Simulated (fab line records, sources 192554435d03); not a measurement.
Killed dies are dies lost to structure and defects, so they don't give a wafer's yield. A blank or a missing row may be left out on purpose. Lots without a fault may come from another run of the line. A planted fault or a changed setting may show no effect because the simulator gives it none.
fab line records | flow n5_finfet
record lots=7 wafers=21
route steps=1938 shown MOL_CONTACT_COAG@564 BEOL_M0_SAQP@647 BEOL_M0@726 BEOL_M1@800 BEOL_M2@881 BEOL_M3@963
start_h: hours from the record's first day to the start of the lot's first wafer shown | wait_h: hours since the lot's step before | " the same as in the row above | L1.1+2: a row that stands for several wafers | - no value, or no start given | * or withheld: withheld | < > ~ a bound
route shown NAME@n: a module of which the file shows steps, and the number in the route of the first | usual: mean/standard deviation of fault-free wafers | same: alike in all rows | chamber/n: place in a boat | sites: the reading at each site | _std_site: their standard deviation | _edge_site: outer sites' mean less inner sites' | radius_mm: how far each site lies from the wafer's centre | mask NAME#n: copy n | behind: the tool/chamber that last shaped the wafer | hold: why the lot was held/for how many hours/how that ended | device: the transistor (n, p or np) that didn't switch | end of line: the same wafers' tests at the end of the route | a step without rows: its recipe alone | killed: dies lost to structure and defects at the first sort, not the wafer's yield | map: a wafer's dies, x killed, . not, _ none there
set.NAME: the setting as run; set.NAME@STEP: as run at that earlier step | model.NAME: the simulator's own value behind a step, which no gauge read
lots whose settings were changed on purpose; a table a step, a row a wafer
## steps
# step N5_MOL_CONTACT_COAG_COAT_75
# recipe resist=SOC temp_c=250 time_s=60 spin_rpm=1500 resist_thk_nm=60
# columns lot.wafer tool chamber start_h wait_h set.spin_rpm model.SOC_of_MOL_CONTACT_COAG_COAT_75.thk_nm
L076.1 litho_track-04 0 111.90 0.0 1500 60.2
L076.2 " 0 " " 1500 59.8
L076.5 " 0 " " 1500 60
L078.1 litho_track-05 0 123.23 0.0 1500 60
L078.3 " 0 " " 1500 60.2
L078.6 " 0 " " 1414 61.8
L081.1+5 litho_track-04 0 139.49 0.0 1500 60.2
L081.4 " 0 " " 1500 60
L086.1+3 litho_track-04 0 172.69 0.0 1500 60.2
L086.6 " 0 " " 1582 58.8
L093.1 litho_track-04 0 209.72 0.0 1500 60.4
L093.5 " 0 " " 1628 58
L093.6 " 0 " " 1628 58.2
L094.1+6 litho_track-04 0 217.27 0.1 1500 60.2
L094.2 " 0 " " 1500 60.4
L095.2 litho_track-04 0 224.30 0.1 1583 58.4
L095.3 " 0 " " 1583 58.6
L095.4 " 0 " " 1500 60
# step N5_MOL_CONTACT_COAG_COAT_76
# recipe resist=SiARC temp_c=220 time_s=60 spin_rpm=1500 resist_thk_nm=10
# step N5_MOL_CONTACT_COAG_COAT_77
# recipe resist=underlayer temp_c=205 time_s=60 spin_rpm=1500 resist_thk_nm=10
# step N5_MOL_CONTACT_COAG_ALD_131
# recipe material=SiO2 target_thk_a=50 temp_c=100 ald_precursor_family=BDEAS ald_co_reactant=O2-plasma pulse_time_s=1 co_reactant_pulse_time_s=1 purge_time_s=2 co_reactant_purge_time_s=2 ald_cycles=35 pressure_torr=2
# step N5_MOL_CONTACT_COAG_ETCHBACK_132
# recipe chemistry=CHF3 target=SiO2 target_depth_a=100 time_s=6.7 ion_energy_ev=200 pressure_mtorr=30 source_w=610 bias_w=170 Ar_flow_sccm=200 CHF3_flow_sccm=50
# step N5_MOL_CONTACT_COAG_ETCH_91
# recipe chemistry=N2/H2 target=SOC target_depth_a=600 overetch_a=210 mask_material=SiARC temp_c=40 time_s=101.2 ion_energy_ev=200 pressure_mtorr=30 source_w=840 bias_w=150 n2_flow_sccm=200 h2_flow_sccm=200
# columns lot.wafer tool chamber start_h wait_h set.spin_rpm@MOL_CONTACT_COAG_COAT_75 model.etch.depth_nm
L076.1 rie_diel-05 3 112.78 0.0 1500 60.17
L076.2 " 0 " " 1500 59.85
L076.5 " 1 " " 1500 60.04
L078.1 rie_diel-03 0 124.00 0.0 1500 59.99
L078.3 " 3 " " 1500 60.17
L078.6 " 2 " " 1414 61.77
L081.1 rie_diel-04 3 140.37 0.0 1500 60.12
L081.4 " 2 " " 1500 60
L081.5 " 1 " " 1500 60.15
L086.1+3 rie_diel-03 2,3 173.78 0.0 1500 60.21
L086.6 " 1 " " 1582 58.75
L093.1 rie_diel-04 3 210.66 0.0 1500 60.45
L093.5 " 1 " " 1628 58.03
L093.6 " 0 " " 1628 58.11
L094.1 rie_diel-04 0 218.23 0.0 1500 60.13
L094.2 " 3 " " 1500 60.41
L094.6 " 3 " " 1500 60.23
L095.2 rie_diel-03 2 225.33 0.0 1583 58.39
L095.3 " 1 " " 1583 58.58
L095.4 " 0 " " 1500 60.08
# step N5_MOL_CONTACT_COAG_STRIP_92
# recipe chemistry=N2/H2 temp_c=40 n2_flow_sccm=200 h2_flow_sccm=200 rf_frequency_hz=6e+07
# step N5_MOL_CONTACT_COAG_STRIP_93
# recipe chemistry=N2/H2 temp_c=40 n2_flow_sccm=200 h2_flow_sccm=200 rf_frequency_hz=6e+07
# step N5_MOL_CONTACT_COAG_ETCHBACK_135
# recipe chemistry=CHF3 target=SiO2 target_depth_a=250 time_s=16.7 ion_energy_ev=200 pressure_mtorr=30 source_w=610 bias_w=170 Ar_flow_sccm=200 CHF3_flow_sccm=50
# columns lot.wafer tool chamber start_h wait_h set.spin_rpm@MOL_CONTACT_COAG_COAT_75 model.SOC_of_MOL_CONTACT_COAG_COAT_75.thk_nm
L076.1+5 rie_diel-05 3,1 112.87 0.0 1500 57.4
L076.2 " 0 " " 1500 57.2
L078.1 rie_diel-03 0 124.09 0.0 1500 57.2
L078.3 " 3 " " 1500 57.6
L078.6 " 2 " " 1414 59
L081.1+4 rie_diel-04 3,2 140.46 0.0 1500 57.4
L081.5 " 1 " " 1500 57.6
L086.1+3 rie_diel-03 2,3 173.87 0.0 1500 57.6
L086.6 " 1 " " 1582 56
L093.1 rie_diel-04 3 210.75 0.0 1500 57.6
L093.5+6 " 1,0 " " 1628 55.4
L094.1+6 rie_diel-04 0,3 218.32 0.0 1500 57.4
L094.2 " 3 " " 1500 57.6
L095.2 rie_diel-03 2 225.42 0.0 1583 55.6
L095.3 " 1 " " 1583 55.8
L095.4 " 0 " " 1500 57.4
# step N5_MOL_CONTACT_COAG_STRIP_118
# recipe chemistry=CHF3 resist=SiARC rf_frequency_hz=6e+07
# step N5_MOL_CONTACT_COAG_VIA_ETCH_46
# recipe chemistry=C4F6/O2 target_depth_a=460 overetch_a=92 mask_material=SOC target=SiO2 bias_w=455 pressure_mtorr=10 time_s=40 source_w=325 Ar_flow_sccm=300 C4F6_flow_sccm=10 O2_flow_sccm=10 ion_energy_ev=575.3 ends=end_point
# columns lot.wafer tool chamber start_h wait_h set.spin_rpm@MOL_CONTACT_COAG_COAT_75 model.SOC_of_MOL_CONTACT_COAG_COAT_75.thk_nm
L076.1 rie_diel-05 3 112.90 0.0 1500 50.6
L076.2+5 " 0,1 " " 1500 51
L078.1 rie_diel-03 0 124.12 0.0 1500 50.2
L078.3 " 3 " " 1500 51
L078.6 " 2 " " 1414 52.4
L081.1 rie_diel-04 3 140.49 0.0 1500 50.8
L081.4 " 2 " " 1500 51
L081.5 " 1 " " 1500 51.4
L086.1+3 rie_diel-03 2,3 173.91 0.0 1500 51
L086.6 " 1 " " 1582 49.2
L093.1 rie_diel-04 3 210.78 0.0 1500 50.8
L093.5 " 1 " " 1628 49.2
L093.6 " 0 " " 1628 48.4
L094.1 rie_diel-04 0 218.35 0.0 1500 50.4
L094.2 " 3 " " 1500 50.8
L094.6 " 3 " " 1500 50.6
L095.2+3 rie_diel-03 2,1 225.45 0.0 1583 49.2
L095.4 " 0 " " 1500 50.4
# step N5_MOL_CONTACT_COAG_STRIP_96
# recipe chemistry=N2/H2 power_w=500 temp_c=40 pressure_mtorr=50 rf_frequency_hz=6e+07 overash_fraction=0.3 bias_power_w=28 h2_frac=0.5 n2_flow_sccm=300 h2_flow_sccm=300
# step N5_MOL_CONTACT_COAG_ETCH_47
# recipe chemistry=CH3F/O2 target=SiNx target_depth_a=270 mask_material=SiO2 stop_on=W over_etch_frac=0.2 ion_energy_ev=120 endpoint=OES-CN pressure_mtorr=30 source_w=395 bias_w=73 Ar_flow_sccm=150 CH3F_flow_sccm=30 O2_flow_sccm=20 ends=end_point
# step N5_MOL_CONTACT_COAG_STRIP_120
# recipe chemistry=CHF3 resist=SiARC rf_frequency_hz=6e+07
# step N5_MOL_CONTACT_COAG_VIA_ETCH_117
# recipe chemistry=C4F6/O2 target_depth_a=400 overetch_a=80 mask_material=SOC target=SiO2 bias_w=455 pressure_mtorr=10 time_s=26 source_w=325 Ar_flow_sccm=300 C4F6_flow_sccm=10 O2_flow_sccm=10 ion_energy_ev=575.3 ends=end_point
# step N5_MOL_CONTACT_COAG_ETCH_124
# recipe chemistry=CH3F/O2 target=SiNx target_depth_a=65 mask_material=SOC stop_on=SiOC over_etch_frac=0.3 ion_energy_ev=120 pressure_mtorr=30 source_w=395 bias_w=73 Ar_flow_sccm=150 CH3F_flow_sccm=30 O2_flow_sccm=20 ends=end_point
# columns lot.wafer tool chamber start_h wait_h set.ald_cycles@MOL_CONTACT_COAG_ALD_123 model.etch.depth_nm
L076.1 rie_diel-04 1 114.30 0.0 100 4.989
L076.2 " 0 " " 106 5.279
L076.5 " 3 " " 106 5.305
L078.1 rie_diel-03 1 125.62 0.0 100 5.042
L078.3 " 3 " " 100 4.959
L078.6 " 2 " " 100 5.033
L081.1 rie_diel-03 0 141.78 0.0 100 4.945
L081.4 " 2 " " 100 4.947
L081.5 " 0 " " 100 4.988
L086.1 rie_diel-03 2 175.85 0.0 87 4.395
L086.3 " 1 " " 100 5
L086.6 " 2 " " 87 4.361
L093.1 rie_diel-05 2 212.21 0.0 95 4.722
L093.5 " 1 " " 100 5.021
L093.6 " 2 " " 100 5.039
L094.1 rie_diel-03 2 219.73 0.0 100 5.013
L094.2 " 0 " " 112 5.604
L094.6 " 1 " " 112 5.597
L095.2 rie_diel-04 3 227.90 0.0 87 4.365
L095.3 " 0 " " 100 5.015
L095.4 " 1 " " 100 5.036
# step N5_BEOL_M0_SAQP_PEB_12
# recipe peb_temp_c=withheld peb_time_s=60 resist=CAR-ArF
# columns lot.wafer tool chamber start_h wait_h set.peb_time_s
L076.1 litho_track-03 0 119.69 0.1 50.41
L076.2+5 " 0 " " 60
L078.1+3+6 litho_track-02 0 132.24 0.1 60
L081.1+4+5 litho_track-02 0 147.48 0.1 60
L086.1 litho_track-02 0 181.82 0.1 52.78
L086.3+6 " 0 " " 60
L093.1+5 litho_track-03 0 220.11 0.1 60
L093.6 " 0 " " 49.06
L094.1+2 litho_track-03 0 226.46 0.1 60
L094.6 " 0 " " 54.7
L095.2 litho_track-02 0 234.01 0.0 60
L095.3+4 " 0 " " 72.25
# step N5_BEOL_M0_SAQP_DEVELOP_13
# recipe develop_time_s=30 developer=TMAH resist=CAR-ArF dev_temp_c=23 rinse_liquid=diw dry=air_spin
# step N5_BEOL_M0_SAQP_CD_MEAS_14
# recipe target_cd_nm=42.5 landing_energy_ev=500 detector=se_inlens
# usual cd_nm=42.2/0.37
# columns lot.wafer tool chamber start_h wait_h set.peb_time_s@BEOL_M0_SAQP_PEB_12 cd_nm
L076.1 cd_sem-02 0 119.76 - 50.41 45.4
L076.2 " 0 " " 60 42.6
L076.5 " 0 " " 60 42.2
L078.1 cd_sem-02 0 132.31 - 60 42.6
L078.3 " 0 " " 60 42.2
L078.6 " 0 " " 60 42.1
L081.1 cd_sem-03 0 147.55 - 60 42.5
L081.4 " 0 " " 60 42.5
L081.5 " 0 " " 60 42.7
L086.1 cd_sem-01 0 181.89 - 52.78 44.0
L086.3 " 0 " " 60 42.7
L086.6 " 0 " " 60 42.7
L093.1 cd_sem-02 0 220.18 - 60 42.2
L093.5 " 0 " " 60 42.5
L093.6 " 0 " " 49.06 44.9
L094.1 cd_sem-02 0 226.52 - 60 42.4
L094.2 " 0 " " 60 42.3
L094.6 " 0 " " 54.7 43.6
L095.2 cd_sem-03 0 234.08 - 60 42.4
L095.3 " 0 " " 72.25 39.3
L095.4 " 0 " " 72.25 38.9
# step N5_BEOL_M0_SAQP_ETCH_84
# recipe chemistry=N2/H2 target=SOC target_depth_a=1000 overetch_a=200 mask_material=SiARC temp_c=40 time_s=150 ion_energy_ev=200 pressure_mtorr=30 source_w=840 bias_w=150 n2_flow_sccm=200 h2_flow_sccm=200
# columns lot.wafer tool chamber start_h wait_h set.time_s model.SiARC_of_BEOL_M0_SAQP_COAT_82.thk_nm
L076.1 rie_diel-01 0 119.93 0.0 172.5 23.2
L076.2 " 1 " " 150 24.2
L076.5 " 1 " " 172.5 23.4
L078.1 rie_diel-02 1 132.48 0.0 150 24.4
L078.3 " 2 " " 150 24.8
L078.6 " 2 " " 150 24.6
L081.1+5 rie_diel-06 1 147.72 0.0 150 24.4
L081.4 " 2 " " 150 24.2
L086.1 rie_diel-02 1 182.07 0.0 129.7 25.2
L086.3 " 2 " " 150 25
L086.6 " 1 " " 150 24.2
L093.1 rie_diel-02 3 220.45 0.0 150 24
L093.5 " 3 " " 182.4 22.8
L093.6 " 0 " " 150 24.6
L094.1+6 rie_diel-02 3 226.76 0.0 150 24.2
L094.2 " 0 " " 150 24.8
L095.2 rie_diel-01 1 234.25 0.0 124.1 25.4
L095.3 " 0 " " 150 24.4
L095.4 " 2 " " 124.1 25.2
# step N5_BEOL_M0_ETCH_109
# recipe chemistry=CH3F/O2 target_depth_a=80 overetch_a=24 target=SiCN time_s=27.4 ion_energy_ev=120 pressure_mtorr=30 source_w=395 bias_w=75 Ar_flow_sccm=150 CH3F_flow_sccm=30 O2_flow_sccm=20
# usual rf_vpp_V=296.8/2.2
# columns lot.wafer tool chamber start_h wait_h set.bias_w rf_vpp_V
L076.1 rie_diel-05 2 127.36 0.0 66.33 273.7
L076.2 " 3 " " 66.33 278.2
L076.5 " 2 " " 75 295.3
L078.1 rie_diel-05 2 140.17 0.2 75 296.2
L078.3 " 1 " " 75 295.5
L078.6 " 1 " " 75 294.0
L081.1 rie_diel-04 1 155.26 0.0 75 296.3
L081.4 " 2 " " 75 295.5
L081.5 " 1 " " 75 294.2
L086.1 rie_diel-03 3 190.06 0.4 75 296.5
L086.3 " 0 " " 75 301.5
L086.6 " 2 " " 75 296.0
L093.1 rie_diel-05 1 228.67 0.0 75 299.8
L093.5 " 0 " " 75 296.6
L093.6 " 3 " " 75 299.0
L094.1 rie_diel-04 3 237.87 0.0 84.69 324.7
L094.2 " 2 " " 84.69 319.0
L094.6 " 0 " " 75 298.9
L095.2 rie_diel-04 3 241.11 0.3 75 299.3
L095.3 " 2 " " 75 295.8
L095.4 " 0 " " 75 297.3
# step N5_BEOL_M1_TRENCH_ETCH_37
# recipe chemistry=C4F6/O2 target_depth_a=552.07 target=SiOC time_s=29 ion_energy_ev=250 pressure_mtorr=30 source_w=355 bias_w=185 Ar_flow_sccm=300 C4F6_flow_sccm=10 O2_flow_sccm=10
# columns lot.wafer tool chamber start_h wait_h set.source_w model.etch.depth_nm model.BEOL_M1.feature_depth_nm
L076.1 rie_diel-01 2 - - 414.1 58.69 58.6
L076.2 " 1 " " 414.1 58.06 58
L076.5 " 3 " " 355 52.23 52.2
L078.1 rie_diel-06 2 - - 355 53.93 54
L078.3 " 0 " " 355 52.29 52.2
L078.6 " 2 " " 355 53.67 53.6
L081.1 rie_diel-06 3 - - 355 53.7 53.8
L081.4 " 2 " " 355 53.72 53.8
L081.5 " 3 " " 355 54.08 54
L086.1 rie_diel-01 1 - - 355 54.23 54.2
L086.3 " 0 " " 355 54.99 55
L086.6 " 1 " " 355 54.52 54.6
L093.1 rie_diel-02 1 - - 355 53.55 53.6
L093.5 " 2 " " 333.8 50.9 51
L093.6 " 1 " " 355 53.36 53.4
L094.1 rie_diel-01 3 - - 355 51.32 51.4
L094.2 " 0 " " 355 54.56 54.6
L094.6 " 1 " " 355 53.65 53.6
L095.2 rie_diel-06 1 - - 355 54.75 54.8
L095.3 " 0 " " 303.9 49.75 49.8
L095.4 " 2 " " 303.9 50.84 50.8
# step N5_BEOL_M1_ETCH_41
# recipe chemistry=CH3F/O2 target=SiCN target_depth_a=319 taper_deg=2 time_s=57.8 ion_energy_ev=120 mask_material=TiN pressure_mtorr=30 source_w=395 bias_w=75 Ar_flow_sccm=150 CH3F_flow_sccm=30 O2_flow_sccm=20
# step N5_BEOL_M1_STRIP_97
# recipe chemistry=N2/H2 time_s=10 power_w=450 temp_c=40 pressure_mtorr=20 rf_frequency_hz=6e+07 bias_power_w=7 n2_flow_sccm=200 h2_flow_sccm=200
# step N5_BEOL_M1_OCD_MEAS_38
# usual trench_depth_nm=53.9/1
# columns lot.wafer tool chamber start_h wait_h set.source_w@BEOL_M1_TRENCH_ETCH_37 trench_depth_nm
L076.1 ocd-01 - 135.46 - 414.1 58.8
L076.2 " - " " 414.1 58.4
L076.5 " - " " 355 52.3
L078.1 ocd-01 - 146.25 - 355 54.0
L078.3 " - " " 355 51.9
L078.6 " - " " 355 53.8
L081.1 ocd-02 - 163.02 - 355 53.3
L081.4 " - " " 355 53.5
L081.5 " - " " 355 53.9
L086.1 ocd-02 - 199.30 - 355 54.7
L086.3 " - " " 355 54.5
L086.6 " - " " 355 54.8
L093.1 ocd-02 - 239.17 - 355 53.2
L093.5 " - " " 333.8 50.9
L093.6 " - " " 355 53.2
L094.1 ocd-01 - 248.41 - 355 51.7
L094.2 " - " " 355 54.9
L094.6 " - " " 355 54.0
L095.2 ocd-01 - 248.78 - 355 55.2
L095.3 " - " " 303.9 49.7
L095.4 " - " " 303.9 50.3
# step N5_BEOL_M2_ETCH_69
# recipe chemistry=CF4 target=SiARC target_depth_a=156 mask_material=CAR-EUV time_s=26 ion_energy_ev=80 pressure_mtorr=40 source_w=545 bias_w=36 Ar_flow_sccm=100 cf4_flow_sccm=100 ends=cleared
# usual rf_vpp_V=183.9/1.3
# columns lot.wafer tool chamber start_h wait_h set.bias_w rf_vpp_V
L076.1 rie_diel-03 3 142.24 0.0 36 182.5
L076.2 " 2 " " 41.69 202.3
L076.5 " 1 " " 41.69 201.1
L078.1 rie_diel-05 2 153.40 0.0 36 182.7
L078.3 " 1 " " 36 183.3
L078.6 " 3 " " 36 186.8
L081.1 rie_diel-04 0 170.64 0.0 36 186.5
L081.4 " 1 " " 36 183.5
L081.5 " 1 " " 36 183.9
L086.1 rie_diel-03 0 205.72 0.0 36 186.0
L086.3 " 1 " " 33.07 172.7
L086.6 " 0 " " 33.07 176.7
L093.1 rie_diel-03 0 246.46 0.0 40.45 198.8
L093.5 " 1 " " 36 183.1
L093.6 " 0 " " 40.45 199.5
L094.1 rie_diel-05 2 255.19 0.0 36 184.1
L094.2 " 1 " " 36 185.1
L094.6 " 3 " " 36 185.1
L095.2 rie_diel-04 1 256.78 0.0 36 183.6
L095.3 " 2 " " 36 183.6
L095.4 " 0 " " 36 183.8
# step N5_BEOL_M2_TRENCH_ETCH_37
# recipe chemistry=C4F6/O2 target_depth_a=555.55 target=SiOC time_s=29.2 ion_energy_ev=250 pressure_mtorr=30 source_w=355 bias_w=185 Ar_flow_sccm=300 C4F6_flow_sccm=10 O2_flow_sccm=10
# usual rf_vpp_V=672/15
# columns lot.wafer tool chamber start_h wait_h set.bias_w rf_vpp_V
L076.1 rie_diel-05 3 - - 185 667
L076.2 " 1 " " 185 704
L076.5 " 3 " " 151.8 571
L078.1 rie_diel-05 1 - - 185 705
L078.3 " 3 " " 185 668
L078.6 " 1 " " 185 706
L081.1 rie_diel-05 3 - - 185 669
L081.4 " 3 " " 185 668
L081.5 " 2 " " 185 669
L086.1 rie_diel-03 2 - - 185 677
L086.3 " 3 " " 185 663
L086.6 " 3 " " 185 661
L093.1 rie_diel-05 0 - - 208.6 742
L093.5 " 3 " " 185 668
L093.6 " 0 " " 208.6 741
L094.1 rie_diel-03 1 - - 185 664
L094.2 " 3 " " 185 663
L094.6 " 0 " " 185 668
L095.2 rie_diel-03 2 - - 210.3 747
L095.3 " 0 " " 210.3 738
L095.4 " 3 " " 185 661
# step N5_BEOL_M3_EXPOSE_25
# recipe mask_id=V2 na=0.33 source_shape=quasar sigma_inner=0.2 sigma_outer=0.8 polarization=unpolarized defocus_nm=5 dose_mj=63
# columns lot.wafer tool chamber start_h wait_h mask set.dose_mj
L076.1 euv_scanner-02 0 157.23 - V2#0 58.36
L076.2+5 " 0 " " V2#0 63
L078.1+3 euv_scanner-01 0 161.34 - V2#0 63
L078.6 " 0 " " V2#0 59.39
L081.1+4+5 euv_scanner-02 0 186.18 - V2#0 63
L086.1 euv_scanner-02 0 217.73 - V2#0 63
L086.3+6 " 0 " " V2#0 61.77
L093.1 euv_scanner-01 0 258.75 - V2#0 66.78
L093.5+6 " 0 " " V2#0 63
L094.1+6 euv_scanner-02 0 263.05 - V2#0 65.17
L094.2 " 0 " " V2#0 63
L095.2+4 euv_scanner-02 0 264.70 - V2#0 63
L095.3 " 0 " " V2#0 67.61
# step N5_BEOL_M3_PEB_26
# recipe peb_temp_c=100 peb_time_s=60 resist=CAR-EUV
# step N5_BEOL_M3_DEVELOP_27
# recipe develop_time_s=30 developer=TMAH resist=CAR-EUV rinse_liquid=surfactant_rinse dry=air_spin dev_temp_c=23
# step N5_BEOL_M3_CD_MEAS_28
# recipe target_cd_nm=25.7 landing_energy_ev=500 detector=se_inlens target_cd_y_nm=23.3 polarity=opening
# usual cd_nm=25.67/0.24
# columns lot.wafer tool chamber start_h wait_h set.dose_mj@BEOL_M3_EXPOSE_25 cd_nm
L076.1 cd_sem-02 0 157.38 - 58.36 24.14
L076.2 " 0 " " 63 25.81
L076.5 " 0 " " 63 26.00
L078.1 cd_sem-02 0 161.49 - 63 25.58
L078.3 " 0 " " 63 25.64
L078.6 " 0 " " 59.39 24.84
L081.1 cd_sem-03 0 186.33 - 63 25.77
L081.4 " 0 " " 63 25.56
L081.5 " 0 " " 63 25.60
L086.1 cd_sem-03 0 217.88 - 63 25.96
L086.3 " 0 " " 61.77 25.26
L086.6 " 0 " " 61.77 25.51
L093.1 cd_sem-03 0 258.90 - 66.78 27.02
L093.5 " 0 " " 63 26.08
L093.6 " 0 " " 63 25.86
L094.1 cd_sem-03 0 263.20 - 65.17 26.29
L094.2 " 0 " " 63 25.46
L094.6 " 0 " " 65.17 26.14
L095.2 cd_sem-01 0 264.84 - 63 25.88
L095.3 " 0 " " 67.61 27.03
L095.4 " 0 " " 63 25.21
## key
split step=N5_MOL_CONTACT_COAG_COAT_75 setting=spin_rpm stated=1500 by=wafer
response step=N5_MOL_CONTACT_COAG_COAT_75 reading=model.SOC_of_MOL_CONTACT_COAG_COAT_75.thk_nm change=-0.273 per=1% r=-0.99
response step=N5_MOL_CONTACT_COAG_ETCH_91 reading=model.etch.depth_nm change=-0.282 per=1% r=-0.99
response step=N5_MOL_CONTACT_COAG_ETCHBACK_135 reading=model.SOC_of_MOL_CONTACT_COAG_COAT_75.thk_nm change=-0.277 per=1% r=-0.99
response step=N5_MOL_CONTACT_COAG_VIA_ETCH_46 reading=model.SOC_of_MOL_CONTACT_COAG_COAT_75.thk_nm change=-0.264 per=1% r=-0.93
split step=N5_BEOL_M0_SAQP_PEB_12 setting=peb_time_s stated=60 by=wafer
response step=N5_BEOL_M0_SAQP_CD_MEAS_14 reading=cd_nm change=-0.153 per=1% r=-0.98
split step=N5_BEOL_M0_SAQP_ETCH_84 setting=time_s stated=150 by=wafer
response step=N5_BEOL_M0_SAQP_ETCH_84 reading=model.SiARC_of_BEOL_M0_SAQP_COAT_82.thk_nm change=-0.0593 per=1% r=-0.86
split step=N5_BEOL_M0_ETCH_109 setting=bias_w stated=75 by=wafer
response step=N5_BEOL_M0_ETCH_109 reading=rf_vpp_V change=+1.73 per=1% r=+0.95
split step=N5_BEOL_M1_TRENCH_ETCH_37 setting=source_w stated=355 by=wafer
response step=N5_BEOL_M1_TRENCH_ETCH_37 reading=model.etch.depth_nm change=+0.35 per=1% r=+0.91
response step=N5_BEOL_M1_TRENCH_ETCH_37 reading=model.BEOL_M1.feature_depth_nm change=+0.349 per=1% r=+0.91
response step=N5_BEOL_M1_OCD_MEAS_38 reading=trench_depth_nm change=+0.372 per=1% r=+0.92
split step=N5_BEOL_M2_ETCH_69 setting=bias_w stated=36 by=wafer
response step=N5_BEOL_M2_ETCH_69 reading=rf_vpp_V change=+1.27 per=1% r=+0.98
split step=N5_BEOL_M2_TRENCH_ETCH_37 setting=bias_w stated=185 by=wafer
response step=N5_BEOL_M2_TRENCH_ETCH_37 reading=rf_vpp_V change=+6.13 per=1% r=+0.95
split step=N5_BEOL_M3_EXPOSE_25 setting=dose_mj stated=63 by=wafer
response step=N5_BEOL_M3_CD_MEAS_28 reading=cd_nm change=+0.199 per=1% r=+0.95
split outside_this_file step=N5_MOL_CONTACT_COAG_ALD_123 setting=ald_cycles
# split outside_this_file: this setting was split too, and the file shows its column; the key of that split is in another file
